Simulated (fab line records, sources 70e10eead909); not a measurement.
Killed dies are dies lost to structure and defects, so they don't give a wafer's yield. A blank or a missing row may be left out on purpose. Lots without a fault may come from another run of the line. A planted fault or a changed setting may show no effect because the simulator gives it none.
fab line records | flow nand_harc
record lots=13 wafers=39 last_day=25
route steps=1159 shown A_M1@1026 A_BONDPAD@1078 END@1159
lots that met no fault: from a run of the same line without faults
start_h: hours from the record's first day to the start of the lot's first wafer shown | wait_h: hours since the lot's step before | " the same as in the row above | L1.1+2: a row that stands for several wafers | - no value, or no start given | * or withheld: withheld | < > ~ a bound
route shown NAME@n: a module of which the file shows steps, and the number in the route of the first | usual: mean/standard deviation of fault-free wafers | same: alike in all rows | chamber/n: place in a boat | sites: the reading at each site | _std_site: their standard deviation | _edge_site: outer sites' mean less inner sites' | radius_mm: how far each site lies from the wafer's centre | mask NAME#n: copy n | behind: the tool/chamber that last shaped the wafer | hold: why the lot was held/for how many hours/how that ended | device: the transistor (n, p or np) that didn't switch | end of line: the same wafers' tests at the end of the route | a step without rows: its recipe alone | killed: dies lost to structure and defects at the first sort, not the wafer's yield | map: a wafer's dies, x killed, . not, _ none there
set.NAME: the setting as run; set.NAME@STEP: as run at that earlier step | model.NAME: the simulator's own value behind a step, which no gauge read
steps of the route over a sample of lots; a table a step, a row a wafer
services: from which hour (start_h, from the record's first day; less than 0 if before it) a tool's chamber was out of use, for how many hours, and why
## steps
# step NHARC_A_M1_DEP_00
# recipe target_thk_a=1825 target_thk_nm=182.5 temp_c=withheld pressure_torr=5 flow_sccm=200 rf_w=600 material=SiOC
# usual showerhead_vpp_V=1499/57
# columns lot.wafer tool chamber start_h wait_h showerhead_vpp_V
L497.1 pecvd-04 1 404.68 - 1580
L497.4 " 1 " " 1572
L497.5 " 2 " " 1481
L498.3 pecvd-03 1 405.29 - 1485
L498.1 " 2 " " 1549
L498.6 " 0 " " 1405
L499.2 pecvd-04 0 413.28 - 1585
L499.6 " 1 " " 1561
L499.4 " 2 " " 1484
L500.2 pecvd-04 0 413.55 - 1567
L500.5 " 0 " " 1586
L500.4 " 2 " " 1473
L501.3 pecvd-01 2 413.89 - 1518
L501.1 " 0 " " 1489
L501.4 " 0 " " 1470
L512.3 pecvd-01 1 489.84 - 1416
L512.6 " 1 " " 1444
L512.5 " 2 " " 1534
L514.3 pecvd-01 2 505.75 - 1541
L514.1 " 0 " " 1513
L514.4 " 0 " " 1476
L515.1 pecvd-04 2 506.40 - 1465
L515.3 " 0 " " 1563
L515.6 " 2 " " 1451
L516.2 pecvd-03 1 510.08 - 1479
L516.5 " 2 " " 1529
L516.4 " 0 " " 1410
L517.1 pecvd-01 1 524.88 - 1442
L517.3 " 1 " " 1460
L517.5 " 0 " " 1486
L519.1 pecvd-03 2 531.45 - 1540
L519.5 " 1 " " 1464
L519.6 " 2 " " 1552
L518.2 pecvd-04 2 531.58 - 1454
L518.1 " 0 " " 1586
L518.3 " 1 " " 1557
L520.3 pecvd-03 1 564.02 - 1493
L520.2 " 0 " " 1431
L520.5 " 0 " " 1410
# step NHARC_A_M1_INSPECT_11
# usual raw_defect_count=30/13
# columns lot.wafer tool chamber start_h wait_h raw_defect_count
L497.1 defect_inspect-01 - 405.51 0.0 20
L497.4 " - " " 16
L497.5 " - " " 17
L498.1 defect_inspect-01 - 406.12 0.0 26
L498.3 " - " " 26
L498.6 " - " " 27
L499.2 defect_inspect-01 - 414.25 0.0 24
L499.4 " - " " 28
L499.6 " - " " 21
L500.2 defect_inspect-02 - 414.51 0.0 21
L500.4 " - " " 16
L500.5 " - " " 20
L501.1 defect_inspect-01 - 414.84 0.0 23
L501.3 " - " " 19
L501.4 " - " " 21
L512.3 defect_inspect-02 - 490.63 0.0 10
L512.5 " - " " 11
L512.6 " - " " 15
L514.1 defect_inspect-01 - 506.60 0.0 29
L514.3 " - " " 48
L514.4 " - " " 37
L515.1 defect_inspect-01 - 507.36 0.0 41
L515.3 " - " " 35
L515.6 " - " " 26
L516.2 defect_inspect-01 - 511.05 0.1 57
L516.4 " - " " 52
L516.5 " - " " 47
L517.1 defect_inspect-01 - 525.97 0.0 20
L517.3 " - " " 15
L517.5 " - " " 14
L519.1 defect_inspect-02 - 532.36 0.0 27
L519.5 " - " " 26
L519.6 " - " " 21
L518.1 defect_inspect-02 - 532.53 0.0 43
L518.2 " - " " 35
L518.3 " - " " 41
L520.2 defect_inspect-01 - 564.86 0.0 54
L520.3 " - " " 48
L520.5 " - " " 53
# step NHARC_A_BONDPAD_CD_MEAS_13
# usual cd_nm=500.3/1.6
# columns lot.wafer tool chamber start_h wait_h cd_nm
L497.1 cd_sem-02 - 410.68 - 501.6
L497.4 " - " " 502.3
L497.5 " - " " 499.6
L498.1 cd_sem-03 - 411.72 - 497.2
L498.3 " - " " 500.1
L498.6 " - " " 498.8
L499.4 cd_sem-03 - 419.62 - 501.8
L500.4 cd_sem-02 - 419.85 - 500.7
L500.5 " - " " 501.3
L501.1 cd_sem-02 - 420.35 - 500.6
L501.3 " - " " 499.6
L501.4 " - " " 498.7
L512.3 cd_sem-03 - 495.91 - 499.4
L512.5 " - " " 502.7
L512.6 " - " " 499.3
L514.1 cd_sem-03 - 512.02 - 501.1
L514.3 " - " " 499.7
L514.4 " - " " 497.3
L515.1 cd_sem-02 - 512.57 - 500.1
L515.3 " - " " 498.2
L515.6 " - " " 500.2
L516.2 cd_sem-02 - 516.07 - 499.3
L516.4 " - " " 500.1
L516.5 " - " " 501.6
L517.1 cd_sem-02 - 531.16 - 502.0
L517.3 " - " " 500.6
L517.5 " - " " 498.5
L519.1 cd_sem-02 - 538.13 - 498.2
L519.5 " - " " 499.9
L519.6 " - " " 502.0
L518.1 cd_sem-03 - 538.59 - 497.5
L518.2 " - " " 497.8
L518.3 " - " " 500.0
L520.2 cd_sem-01 - 570.01 - 497.8
L520.3 " - " " 501.5
L520.5 " - " " 501.8
# step NHARC_A_BONDPAD_ANNEAL_28
# recipe temp_c=225 time_s=90
# usual wafer_temp_C_max=225.79/0.26
# columns lot.wafer tool chamber start_h wait_h wafer_temp_C_max
L497.1 rtp_anneal-01 0 412.42 0.6 225.82
L497.4 " 0 " " 226.06
L497.5 " 0 " " 225.67
L498.1 rtp_anneal-02 0 413.15 0.4 225.88
L498.3 " 0 " " 225.77
L498.6 " 0 " " 225.72
L499.4 rtp_anneal-01 0 421.50 0.6 225.55
L500.4 rtp_anneal-02 0 421.85 0.6 225.53
L500.5 " 0 " " 225.37
L501.1 rtp_anneal-02 0 422.01 0.6 225.83
L501.3 " 0 " " 225.74
L501.4 " 0 " " 225.67
L512.3 rtp_anneal-01 0 498.04 0.3 226.31
L512.5 " 0 " " 226.01
L512.6 " 0 " " 225.64
L514.1 rtp_anneal-01 0 513.46 0.3 226.10
L514.3 " 0 " " 225.85
L514.4 " 0 " " 225.69
L515.1 rtp_anneal-01 0 513.94 - 225.71
L515.3 " 0 " " 225.73
L515.6 " 0 " " 225.53
L516.2 rtp_anneal-02 0 517.63 - 225.59
L516.4 " 0 " " 225.51
L516.5 " 0 " " 225.59
L517.1 rtp_anneal-02 0 532.54 0.3 225.70
L517.3 " 0 " " 226.19
L517.5 " 0 " " 225.97
L519.1 rtp_anneal-01 0 539.55 0.3 225.65
L519.5 " 0 " " 225.98
L519.6 " 0 " " 225.67
L518.1 rtp_anneal-02 0 540.15 0.3 225.66
L518.2 " 0 " " 225.92
L518.3 " 0 " " 225.56
L520.2 rtp_anneal-02 0 571.44 - 225.62
L520.3 " 0 " " 225.71
L520.5 " 0 " " 225.65
# step NHARC_END_SORT_01
# recipe temp_c=25
# usual defect_limited_yield=95.6/1.4 killed_at_array=26/9 killed_at_other=0.8/1.2 killed_at_periphery=3.2/2.3 killed_dies=30/9.1 killed_open=3.5/2 killed_short=1.8/1.4 sort_bin_2_pct=1.4/0.59 sort_bin_3_pct=0.25/0.22 sort_bin_4_pct=2.8/0.91 sort_n_pass=647/9.1 sort_rim_yield_pct=95.4/3 sort_yield_pct=95.6/1.4
# same gross_dies=677 sort_bin_5_pct[%]=0 sort_bin_6_pct[%]=0 sort_bin_7_pct[%]=0 sort_bin_8_pct[%]=0 sort_rim_n_gross=106.00
# columns lot.wafer tool chamber start_h wait_h defect_limited_yield[%] killed_at_array killed_at_other killed_at_periphery killed_dies killed_open killed_short sort_bin_2_pct[%] sort_bin_3_pct[%] sort_bin_4_pct[%] sort_n_pass sort_rim_yield_pct[%] sort_yield_pct[%]
L499.2 prober-02 0 455.39 2.8 0 674 2 1 677 2 0 97.0 0.30 2.7 0 0 0
L499.4 prober-02 0 456.98 3.4 95.4 27 2 2 31 3 0 1.6 0.15 2.8 646 97.2 95.4
L499.6 prober-02 0 458.57 4.0 0 674 0 3 677 6 2 97.5 0.30 2.2 0 0 0
L500.2 prober-01 0 455.42 2.8 0 674 0 3 677 3 2 97.0 0.15 2.8 0 0 0
L500.4 prober-01 0 457.03 3.4 96.6 20 0 3 23 6 3 1.2 0.15 2.1 654 98.1 96.6
L500.5 prober-01 0 457.84 3.7 97.2 17 0 2 19 1 1 0.4 0 2.4 658 100.0 97.2
# killed by level:class
L499.2 A_M1:area_dep=649 A_CHANNEL_HOLE_D1:chamber_film_flake=16 A_CONTACT:chamber_film_flake=4 A_CHANNEL_FILL_D1:chamber_film_flake=2 THIN_TSV:chamber_film_flake=2 A_ONON_D1:geometric_particle:open=1 A_M1:geometric_particle:open=1 P_BONDPAD:chamber_film_flake=1
L500.2 A_M1:area_dep=649 A_CHANNEL_HOLE_D1:chamber_film_flake=13 A_WL_FILL:chamber_film_flake=4 A_STAIRCASE:chamber_film_flake=3 P_M1:geometric_particle:open=1 A_CHANNEL_FILL_D1:geometric_particle:short=1 A_WL_FILL:geometric_particle:short=1 A_CONTACT:geometric_particle:open=1
L499.4 A_CHANNEL_HOLE_D1:chamber_film_flake=12 A_CONTACT:chamber_film_flake=9 A_CHANNEL_FILL_D1:chamber_film_flake=2 THIN_TSV:chamber_film_flake=2 P_CONTACT:geometric_particle:open=1 P_M0:geometric_particle:open=1 A_CONTACT:geometric_particle:open=1 A_ZERO_WELL:chamber_film_flake=1
L500.4 A_CHANNEL_HOLE_D1:chamber_film_flake=7 A_CONTACT:geometric_particle:open=4 A_WL_FILL:chamber_film_flake=3 A_STAIRCASE:chamber_film_flake=2 P_CONTACT:geometric_particle:open=1 P_CONTACT:geometric_particle:short=1 P_M0:geometric_particle:short=1 A_WL_FILL:geometric_particle:short=1
L500.5 A_CHANNEL_HOLE_D1:chamber_film_flake=10 A_WL_FILL:geometric_particle:short=1 A_M1:geometric_particle:open=1 P_STI:chamber_film_flake=1 P_GATE:chamber_film_flake=1 A_STAIRCASE:chamber_film_flake=1 A_SGD_CUT:chamber_film_flake=1 A_SLIT:chamber_film_flake=1
L499.6 A_M1:area_dep=651 A_CHANNEL_HOLE_D1:chamber_film_flake=10 A_CONTACT:chamber_film_flake=4 P_M1:geometric_particle:open=2 A_WL_FILL:geometric_particle:short=2 A_ONON_D1:geometric_particle:open=1 A_CHANNEL_FILL_D1:geometric_particle:open=1 A_CONTACT:geometric_particle:open=1
## services
# columns tool chamber start_h hours kind
pecvd-04 0 389.34 - clean
pecvd-04 1 389.34 - clean
pecvd-04 2 389.34 - clean
pecvd-04 0 389.61 6.4 repair
pecvd-01 - 418.39 13.0 pm
pecvd-01 0 418.39 13.0 vent_cycle
pecvd-01 1 418.39 13.0 vent_cycle
pecvd-01 2 418.39 13.0 vent_cycle
pecvd-01 0 431.39 - clean
pecvd-01 1 431.39 - clean
pecvd-01 2 431.39 - clean
pecvd-01 - 448.27 0.9 repair
pecvd-04 - 454.48 4.5 repair
pecvd-01 2 457.95 3.3 repair
pecvd-03 - 473.26 13.0 pm
pecvd-03 0 473.26 13.0 vent_cycle
pecvd-01 2 524.80 6.5 repair
pecvd-04 - 557.34 13.0 pm
pecvd-04 0 557.34 13.0 vent_cycle
pecvd-04 1 557.34 13.0 vent_cycle
pecvd-04 2 557.34 13.0 vent_cycle
pecvd-04 0 570.34 - clean
pecvd-04 1 570.34 - clean
pecvd-04 2 570.34 - clean
## key
first_sign step=NHARC_END_SORT_01 reading=sort_bin_2_pct direction=up sigmas=99+ usual=1.4 struck=97.2
effect step=NHARC_END_SORT_01 reading=killed_at_array direction=up sigmas=72 usual=26 struck=674
more_kills_born_at NHARC_A_M1_DEP_00@pecvd-04=1949
met_at NHARC_A_M1_DEP_00
struck_lots L499,L500
struck_wafers L499.2,L499.6,L500.2
later_rows_left_out L499.2,L499.6,L500.2
not_acting_at NHARC_A_M1_INSPECT_11,NHARC_A_BONDPAD_CD_MEAS_13,NHARC_A_BONDPAD_ANNEAL_28
fault kind=process_parameter_drift tool=pecvd-04 chamber=- onset_h=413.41 steps=NHARC_A_M1_DEP_00 channel=target_thk_nm offset=123.79 shape=step end_h=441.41 scope=struck_wafers_only acts_in=these_recipes_only stated=182.5
# later_rows_left_out: the simulator's readings of these wafers behind a module that went badly wrong aren't trusted and aren't shown, but for the sort
